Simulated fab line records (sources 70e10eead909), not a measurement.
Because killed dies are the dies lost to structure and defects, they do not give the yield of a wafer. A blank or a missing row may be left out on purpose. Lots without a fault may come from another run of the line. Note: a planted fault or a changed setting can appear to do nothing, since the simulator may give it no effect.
fab line records | flow nand_harc
record lots=5 | wafers=15 | last_day=24
route steps=1159 shown A_SLIT@799 A_SIN_REMOVE@804 A_WL_FILL@809
lots that met no fault: from a run of the same line without faults
start_h: start of the lot's first displayed wafer, in hours after the record's first day | wait_h: hours from the lot's prior step to this one | " unchanged from the row above | L1.1+2: a single row standing in for several wafers | - no value, or no start was given | * or withheld: withheld | < > ~ a bound
route shown NAME@n: NAME is a module with steps in the file, n the number in the route of the first one | usual: mean and standard deviation over wafers with no fault | same: alike in all rows | chamber/n: place in a boat | sites: per-site readings | _std_site: standard deviation of those values | _edge_site: outer sites' mean less inner sites' | radius_mm: for every site, how far away it sits from the centre of the wafer | mask NAME#n: copy n | behind: tool/chamber where the wafer was last shaped | hold: why the lot was held/for how many hours/how that ended | device: the transistor (n, p or np) that didn't switch | end of line: the route-end tests of the same wafers | where a step has no rows: the recipe by itself | killed: at the first sort, the dies lost to defects and structure; wafer yield is something else | map: dies across one wafer; x = killed, . = not, _ = none there
set.NAME: the setting that was run; set.NAME@STEP: the one run at that earlier step | model.NAME: the simulator's own value behind a step, which no gauge read
a table for each step, a row for each wafer; lots at some steps of the route
services: from which hour (start_h, from the record's first day; less than 0 if before it) a tool's chamber was out of use, for how many hours, and why
## steps
# step NHARC_A_SLIT_ETCH_29
# recipe target_depth_a=1000 | overetch_a=100 | time_s=55 | ion_energy_ev=100 | cf4_flow_sccm=80 | o2_flow_sccm=20 | ar_flow_sccm=0 | rf_w=300 | bias_w=100 | chemistry=CF4/O2
# usual drypump_motor_current_A=5.6/0.39 | oes_product_au=1.000/0.011 | rf_vpp_V=197.1/1.1 | showerhead_plenum_p_Torr=1.30/0.042 | throttle_valve_pct=13.398/0.0088
lot.wafer | tool        | chamber | start_h | wait_h | drypump_motor_current_A | oes_product_au | rf_hours_counter_h | rf_vpp_V | showerhead_plenum_p_Torr | throttle_valve_pct
L407.1    | rie_diel-11 | 1       | 339.26  | 0.1    | 5.7                     | 1.004          | 10                 | 197.5    | 1.31                     | 13.389
L407.5    | "           | 0       | "       | "      | 5.1                     | 1.010          | -                  | 198.7    | 1.34                     | 13.395
L407.6    | "           | 1       | "       | "      | 5.7                     | 0.996          | -                  | 197.0    | 1.31                     | 13.391
L419.1    | rie_diel-11 | 1       | 395.36  | 0.1    | 5.7                     | 0.998          | 1                  | 198.7    | 1.31                     | 13.402
L419.3    | "           | 2       | "       | "      | 5.4                     | 1.011          | 1                  | 196.5    | 1.25                     | 13.405
L419.5    | "           | 0       | "       | "      | 5.1                     | 1.027          | -                  | 197.8    | 1.34                     | 13.397
L420.4    | rie_diel-11 | 3       | 417.23  | 0.1    | 6.0                     | 0.994          | 3                  | 198.6    | 1.30                     | 13.386
L420.2    | "           | 1       | "       | "      | 5.7                     | 1.012          | 3                  | 197.3    | 1.31                     | 13.391
L420.1    | "           | 2       | "       | "      | 5.4                     | 1.008          | 3                  | 196.1    | 1.25                     | 13.404
L424.3    | rie_diel-06 | 2       | 439.59  | 0.1    | 5.9                     | 1.003          | 0                  | 196.9    | 1.25                     | 13.410
L424.4    | "           | 3       | "       | "      | 6.1                     | 0.999          | 0                  | 196.9    | 1.34                     | 13.396
L424.5    | "           | 3       | "       | "      | 6.1                     | 1.001          | -                  | 198.2    | 1.34                     | 13.405
L427.3    | rie_diel-11 | 0       | 452.61  | 0.1    | 5.1                     | 1.009          | 7                  | 196.9    | 1.34                     | 13.407
L427.1    | "           | 1       | "       | "      | 5.7                     | 1.007          | 6                  | 197.2    | 1.31                     | 13.379
L427.5    | "           | 3       | "       | "      | 5.9                     | 0.992          | -                  | 196.4    | 1.30                     | 13.414
# step NHARC_A_SLIT_STRIP_18
# recipe o2_flow_sccm=500 | ar_flow_sccm=0 | bias_w=0 | chemistry=O2
# usual drypump_motor_current_A=5.6/0.39 | oes_product_au=0.999/0.011 | rf_vpp_V=57.7/0.94 | showerhead_plenum_p_Torr=3.45/0.1 | throttle_valve_pct=17.035/0.009
lot.wafer | tool        | chamber | start_h | wait_h | drypump_motor_current_A | oes_product_au | rf_hours_counter_h | rf_vpp_V | showerhead_plenum_p_Torr | throttle_valve_pct
L407.1    | rie_diel-11 | 1       | -       | -      | 5.7                     | 1.001          | 10                 | 58.3     | 3.47                     | 17.054
L407.6    | "           | 0       | "       | "      | 5.1                     | 0.996          | -                  | 59.7     | 3.55                     | 17.045
L407.5    | "           | 1       | "       | "      | 5.7                     | 1.007          | -                  | 58.4     | 3.47                     | 17.045
L419.1    | rie_diel-11 | 0       | -       | -      | 5.1                     | 1.020          | 2                  | 59.4     | 3.55                     | 17.030
L419.3    | "           | 3       | "       | "      | 6.0                     | 0.998          | 2                  | 57.5     | 3.43                     | 17.046
L419.5    | "           | 1       | "       | "      | 5.7                     | 1.020          | -                  | 57.0     | 3.47                     | 17.045
L420.4    | rie_diel-11 | 1       | -       | -      | 5.7                     | 1.011          | 3                  | 57.5     | 3.47                     | 17.039
L420.1    | "           | 2       | "       | "      | 5.5                     | 0.996          | 3                  | 57.3     | 3.30                     | 17.048
L420.2    | "           | 0       | "       | "      | 5.1                     | 1.004          | 4                  | 59.0     | 3.54                     | 17.043
L424.4    | rie_diel-06 | 2       | -       | -      | 5.9                     | 1.000          | 0                  | 58.1     | 3.31                     | 17.043
L424.3    | "           | 0       | "       | "      | 4.8                     | 0.978          | 0                  | 57.8     | 3.50                     | 17.038
L424.5    | "           | 2       | "       | "      | 5.9                     | 0.999          | -                  | 57.6     | 3.31                     | 17.031
L427.1    | rie_diel-11 | 3       | -       | -      | 6.0                     | 0.990          | 6                  | 58.1     | 3.43                     | 17.053
L427.3    | "           | 1       | "       | "      | 5.7                     | 0.998          | 6                  | 57.8     | 3.47                     | 17.036
L427.5    | "           | 0       | "       | "      | 5.1                     | 1.004          | -                  | 57.0     | 3.54                     | 17.025
# step NHARC_A_SLIT_PRECLEAN_19
# recipe time_s=* | temp_c=50 | bath_age_min=0 | chemistry=SC1
# step NHARC_A_SLIT_SRD_20
# step NHARC_A_SLIT_CD_MEAS_21
# usual cd_nm=289.3/1.2
lot.wafer | tool      | chamber | start_h | wait_h | cd_nm
L407.1    | cd_sem-03 | -       | 339.80  | -      | 289.2
L407.5    | "         | -       | "       | "      | 288.6
L407.6    | "         | -       | "       | "      | 287.8
L419.1    | cd_sem-02 | -       | 395.88  | -      | 288.5
L419.3    | "         | -       | "       | "      | 289.7
L419.5    | "         | -       | "       | "      | 288.2
L420.1    | cd_sem-01 | -       | 417.77  | -      | 289.1
L420.2    | "         | -       | "       | "      | 288.7
L420.4    | "         | -       | "       | "      | 288.8
L424.3    | cd_sem-01 | -       | 440.13  | -      | 289.6
L424.4    | "         | -       | "       | "      | 288.7
L424.5    | "         | -       | "       | "      | 288.4
L427.1    | cd_sem-01 | -       | 453.14  | -      | 288.8
L427.3    | "         | -       | "       | "      | 288.2
L427.5    | "         | -       | "       | "      | 288.3
# step NHARC_A_SIN_REMOVE_WET_00
# recipe temp_c=160 | time_s=15300 | chemistry=H3PO4
# step NHARC_A_SIN_REMOVE_PRECLEAN_01
# recipe time_s=* | temp_c=50 | bath_age_min=0 | chemistry=SC1
# step NHARC_A_SIN_REMOVE_SRD_02
# step NHARC_A_SIN_REMOVE_INSPECT_04
# usual raw_defect_count=303/69
lot.wafer | tool              | chamber | start_h | wait_h | raw_defect_count
L407.1    | defect_inspect-01 | -       | 345.99  | 0.0    | 311
L407.5    | "                 | -       | "       | "      | 355
L407.6    | "                 | -       | "       | "      | 367
L419.1    | defect_inspect-02 | -       | 403.60  | 0.0    | 224
L419.3    | "                 | -       | "       | "      | 296
L419.5    | "                 | -       | "       | "      | 329
L420.1    | defect_inspect-01 | -       | 425.41  | 0.0    | 293
L420.2    | "                 | -       | "       | "      | 273
L420.4    | "                 | -       | "       | "      | 258
L424.3    | defect_inspect-02 | -       | 447.83  | 0.1    | 252
L424.4    | "                 | -       | "       | "      | 335
L424.5    | "                 | -       | "       | "      | 306
L427.1    | defect_inspect-02 | -       | 460.80  | 0.0    | 409
L427.3    | "                 | -       | "       | "      | 244
L427.5    | "                 | -       | "       | "      | 416
# step NHARC_A_WL_FILL_ALD_00
# recipe target_thk_a=30 | pulse_time_s=3 | ald_cycles=30 | temp_c=300 | material=Al2O3
# usual ald_cycles=30/0 | heater_power_w=474/37 | precursor_pulse_height_rel=0.998/0.019
lot.wafer | tool      | chamber | start_h | wait_h | ald_cycles | heater_power_w | precursor_pulse_height_rel
L407.1    | ald_hk-01 | 0       | 346.27  | 0.3    | 30         | 453            | 0.976
L407.5    | "         | 2       | "       | "      | 30         | 440            | 1.019
L407.6    | "         | 3       | "       | "      | 30         | 479            | 0.994
L419.1    | ald_hk-01 | 2       | 403.81  | 0.2    | 30         | 452            | 0.962
L419.3    | "         | 1       | "       | "      | 30         | 443            | 1.023
L419.5    | "         | 3       | "       | "      | 30         | 488            | 1.020
L420.2    | ald_hk-03 | 2       | 425.48  | 0.1    | 30         | 498            | 0.965
L420.1    | "         | 3       | "       | "      | 30         | 490            | 0.957
L420.4    | "         | 1       | "       | "      | 30         | 425            | 1.008
L424.3    | ald_hk-02 | 3       | 447.95  | 0.1    | 30         | 454            | 1.029
L424.4    | "         | 0       | "       | "      | 30         | 606            | 1.016
L424.5    | "         | 2       | "       | "      | 30         | 466            | 1.008
L427.3    | ald_hk-03 | 1       | 462.97  | 2.2    | 30         | 446            | 1.006
L427.1    | "         | 3       | "       | "      | 30         | 505            | 0.991
L427.5    | "         | 1       | "       | "      | 30         | 440            | 0.995
# step NHARC_A_WL_FILL_RTA_01
# recipe temp_c=1000 | time_s=5
# usual lamp_power_pct=34.7/0.83 | wafer_temp_C_max=1006.6/1.4
lot.wafer | tool          | chamber | start_h | wait_h | lamp_power_pct | wafer_temp_C_max
L407.1    | rtp_anneal-02 | 0       | 346.48  | -      | 33.7           | 1007.4
L407.5    | "             | 0       | "       | "      | 33.7           | 1004.9
L407.6    | "             | 0       | "       | "      | 33.7           | 1004.9
L419.1    | rtp_anneal-02 | 0       | 404.11  | -      | 33.7           | 1005.5
L419.3    | "             | 0       | "       | "      | 33.7           | 1005.7
L419.5    | "             | 0       | "       | "      | 33.7           | 1006.9
L420.1    | rtp_anneal-02 | 0       | 425.74  | -      | 33.7           | 1007.4
L420.2    | "             | 0       | "       | "      | 33.7           | 1006.8
L420.4    | "             | 0       | "       | "      | 33.7           | 1004.3
L424.3    | rtp_anneal-01 | 0       | 448.22  | -      | 35.4           | 1007.3
L424.4    | "             | 0       | "       | "      | 35.4           | 1007.9
L424.5    | "             | 0       | "       | "      | 35.3           | 1005.5
L427.1    | rtp_anneal-01 | 0       | 463.40  | -      | 35.4           | 1007.3
L427.3    | "             | 0       | "       | "      | 35.4           | 1007.4
L427.5    | "             | 0       | "       | "      | 35.3           | 1007.9
# step NHARC_A_WL_FILL_ALD_02
# recipe target_thk_a=20 | pulse_time_s=3 | ald_cycles=100 | temp_c=450 | material=TiN
# usual ald_cycles=100/0 | heater_power_w=1049/86 | precursor_pulse_height_rel=1.002/0.02
lot.wafer | tool         | chamber | start_h | wait_h | ald_cycles | heater_power_w | precursor_pulse_height_rel
L407.1    | ald_metal-03 | 0       | 346.74  | 0.2    | 100        | 956            | 1.006
L407.6    | "            | 3       | "       | "      | 100        | 1026           | 0.988
L407.5    | "            | 0       | "       | "      | 100        | 995            | 1.009
L419.3    | ald_metal-01 | 0       | 404.33  | 0.1    | 100        | 1240           | 1.017
L419.1    | "            | 3       | "       | "      | 100        | 1040           | 1.007
L419.5    | "            | 0       | "       | "      | 100        | 1196           | 1.015
L420.4    | ald_metal-01 | 0       | 425.95  | 0.1    | 100        | 1237           | 1.027
L420.1    | "            | 1       | "       | "      | 100        | 1127           | 1.001
L420.2    | "            | 2       | "       | "      | 100        | 967            | 0.983
L424.3    | ald_metal-03 | 0       | 448.42  | 0.2    | 100        | 984            | 1.017
L424.4    | "            | 1       | "       | "      | 51         | 982            | 0.968
L424.5    | "            | 0       | "       | "      | 100        | 984            | 0.993
L427.3    | ald_metal-02 | 3       | 463.61  | 0.1    | 100        | 937            | 0.967
L427.1    | "            | 2       | "       | "      | 100        | 1143           | 0.982
L427.5    | "            | 3       | "       | "      | 100        | 916            | 0.976
## services
tool         | chamber | start_h | hours | kind
rie_diel-11  | 0       | 321.00  | -     | clean
rie_diel-11  | 1       | 321.00  | -     | clean
rie_diel-11  | 2       | 321.00  | -     | clean
rie_diel-11  | 3       | 321.00  | -     | clean
rie_diel-11  | 3       | 321.20  | 3.2   | repair
ald_metal-03 | -       | 322.00  | 10.0  | pm
ald_hk-03    | -       | 322.88  | 10.0  | pm
rie_diel-11  | 0       | 345.50  | -     | clean
rie_diel-11  | 1       | 345.50  | -     | clean
rie_diel-11  | 2       | 345.50  | -     | clean
rie_diel-11  | 3       | 345.50  | -     | clean
ald_metal-02 | 3       | 351.52  | 3.4   | repair
rie_diel-06  | 0       | 360.93  | 6.4   | repair
ald_metal-02 | -       | 364.00  | 10.0  | pm
rie_diel-11  | -       | 366.50  | 9.0   | pm
rie_diel-06  | 3       | 381.25  | 7.8   | repair
ald_metal-03 | -       | 382.46  | 2.1   | repair
ald_hk-01    | -       | 390.47  | 1.4   | repair
ald_hk-01    | -       | 406.88  | 10.0  | pm
rie_diel-11  | 3       | 418.01  | 9.6   | repair
rie_diel-06  | -       | 418.20  | 9.0   | pm
ald_metal-01 | 0       | 428.02  | 28.2  | repair
ald_metal-01 | -       | 458.00  | 10.0  | pm
ald_metal-03 | -       | 460.59  | 0.9   | repair
## key
first_sign step=NHARC_A_WL_FILL_ALD_02 | reading=ald_cycles | direction=down | sigmas=99+ | usual=100 | struck=51
effect none on later readings
met_at NHARC_A_WL_FILL_ALD_02
struck_wafers L424.4
later_rows_left_out L424.4
sort_left_out L424.4
tester_left_out L424
onset_between 346.74 448.42
fault kind=process_parameter_drift | tool=ald_metal-03 | chamber=- | onset_h=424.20 | steps=NHARC_A_WL_FILL_ALD_02 | channel=ald_cycles | offset=-49 | shape=step | end_h=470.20 | scope=struck_wafers_only | acts_in=these_recipes_only | stated=100
# tester_left_out: of these lots the tester's yield and bins aren't shown, on N5 and GAA mostly nor the transistor test; their killed dies are dies lost to structure and defects alone, not to doping, threshold or leakage, so they don't give the yield
# sort_left_out: the simulated sort isn't trusted on such a fault, so these wafers' sort isn't shown, and their yield isn't known
# later_rows_left_out: the simulator's readings of these wafers behind a module that went badly wrong aren't trusted and aren't shown, but for the sort
